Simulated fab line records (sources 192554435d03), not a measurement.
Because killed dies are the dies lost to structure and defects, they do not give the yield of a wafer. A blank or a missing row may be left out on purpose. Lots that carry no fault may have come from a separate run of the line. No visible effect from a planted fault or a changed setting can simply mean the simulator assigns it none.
A struck lot beside a sound one ; flow n5-finfet ; 15 steps out of a route of 1938
Sound: the wafers L886.4, L886.5, L886.6. Struck: wafer L896.3 (L896.2, L896.4, from the same lot, were not struck and are left out); the cause is given at the end.
Each step with rows lists, per side, the tool, then ch with its chambers, then its first start. Under that, the readings that differ: sound wafers ; struck wafers ; difference of the means ; sigmas: that difference in standard deviations of wafers without a fault.
alike: readings with means less than 2 such deviations apart, plus words and numbers identical on both sides. not compared: withheld readings, readings lacking a value on some wafer, bounds such as >300 that could conceal the same value, and numbers that have no deviation in the record and whose values overlap.
Wherever a step has rows on one side only, a row that says differs or no value, or a row with sigmas, the two part there. Numbers that don't overlap but have no deviation are shown without sigmas and don't part them. A reading that every wafer of one side lacks parts them only if that side has two wafers or more.

first, 1 step without rows for these wafers: N5_BEOL_M10_ALD_74 (deposits TaN, target thk 2 nm, pulse time 2 s, purge time 3 s).
N5_BEOL_M10_SURFACE_TREAT_76:
  sound: pvd-sputter-01 at day 10 05:44; struck: pvd-sputter-03 at day 13 16:26
  not compared: throttle-valve-pct
then, 1 step without rows for these wafers: N5_BEOL_M10_CVD_75 (deposits Co from CCTBA/H2, target thk 2 nm, time 138.9 s).
N5_BEOL_M10_SPUTTER_48: material Cu, target thk 12 nm, time 2 s.
  sound: pvd-sputter-02 at day 10 05:58; struck: pvd-sputter-03 at day 13 16:38
  alike: throttle-valve-pct
then, 1 step without rows for these wafers: N5_BEOL_M10_ECD_50 (material Cu, target thk 318 nm).
N5_BEOL_M10_ANNEAL_51: time 90 s.
  sound on rtp-anneal-02 ch 0, day 10 06:37; struck on rtp-anneal-01 ch 0, day 13 16:55
  alike: wafer_temp_C_max
N5_BEOL_M10_CMP_52: polishes, stops on SiCOH lowk, t overpolish 7 s, target thk 140 nm.
  sound on cmp-02 ch 2,3, day 10 06:46; struck on cmp-01 ch 3, day 13 17:10
reading;sound;struck;difference;sigmas
time-to-endpoint-s (s);66 65 63;73;+8;+2
  alike: barrier-field-endpoint-s, motor-current-A, overpolish-run-s, retaining-ring-pressure-frac
N5_BEOL_M10_THK_MEAS_53: measures by xrf.
  sound: film-metro-02 at day 10 07:04; struck: film-metro-02 at day 13 17:27
reading;sound;struck;difference;sigmas
M10_THK (nm);134.2 134.5 132.4;139.1;+5.4;+2
then, 2 steps without rows for these wafers: N5_BEOL_M10_PRE_CLEAN_55 (time 15 s); N5_BEOL_M10_DEP_56 (deposits SiCN from 3MS/NH3, target thk 15 nm, time 26.5 s).
N5_BEOL_M10_RS_MEAS_57: the measuring method here is four-point-probe.
  sound: film-metro-02 at day 10 07:13; struck: film-metro-02 at day 13 17:35
  alike: M10_RS
N5_BEOL_M10_INSPECT_58: inspects for defects (darkfield).
  sound: defect-inspect-01 at day 10 07:14; struck: defect-inspect-02 at day 13 17:37
  alike: raw-defect-count
N5_BEOL_M11_ILD_DEP_00: deposits SiCOH lowk from DEMS/porogen, target thk 308.51 nm, time 58 s.
  sound on pecvd-03 ch 0,1,2, day 10 07:17; struck on pecvd-04 ch 0, day 13 17:39
reading;sound;struck;difference;sigmas
susceptor-temp-C (C);300.29 300.38 299.96;296.09;-4.12;-22
  alike: heater-power-w, showerhead-plenum-p-Torr, throttle-valve-pct
N5_BEOL_M11_CURE_71: cures SiCOH lowk, time 240 s.
  sound on uv-cure-02 ch 2, day 10 07:40; struck on uv-cure-03 ch 1, day 13 17:49
  alike: lamp-power-pct, wafer_temp_C_max
-- record jumps: 2 days separate the struck wafers' starts on either side; left off in module BEOL_M11, taken up again in module PASSIVATION, whose first shown step is the route's number 1936 --
N5_PASSIVATION_PROBE_49:
  sound: prober-01 at day 12 08:16; struck: prober-02 at day 15 23:15
  alike: defect-limited-yield, killed_at_M0_to_M3, killed_at_M4_up, killed-at-contacts, killed-at-front-end, killed-at-other, killed-dies, killed-open, killed-short, sort_bin_4_leakage, sort_bin_5_function, sort_bin_6_memory, sort_bin_8_speed, sort-n-pass, sort-yield-pct

## WHERE THEY PART
At N5_BEOL_M10_CMP_52 first; at N5_BEOL_M11_ILD_DEP_00 last (within this record only). Later steps at which nothing parts them and some readings are alike: N5_BEOL_M11_CURE_71, N5_PASSIVATION_PROBE_49.

WHY: the cause the simulator had injected
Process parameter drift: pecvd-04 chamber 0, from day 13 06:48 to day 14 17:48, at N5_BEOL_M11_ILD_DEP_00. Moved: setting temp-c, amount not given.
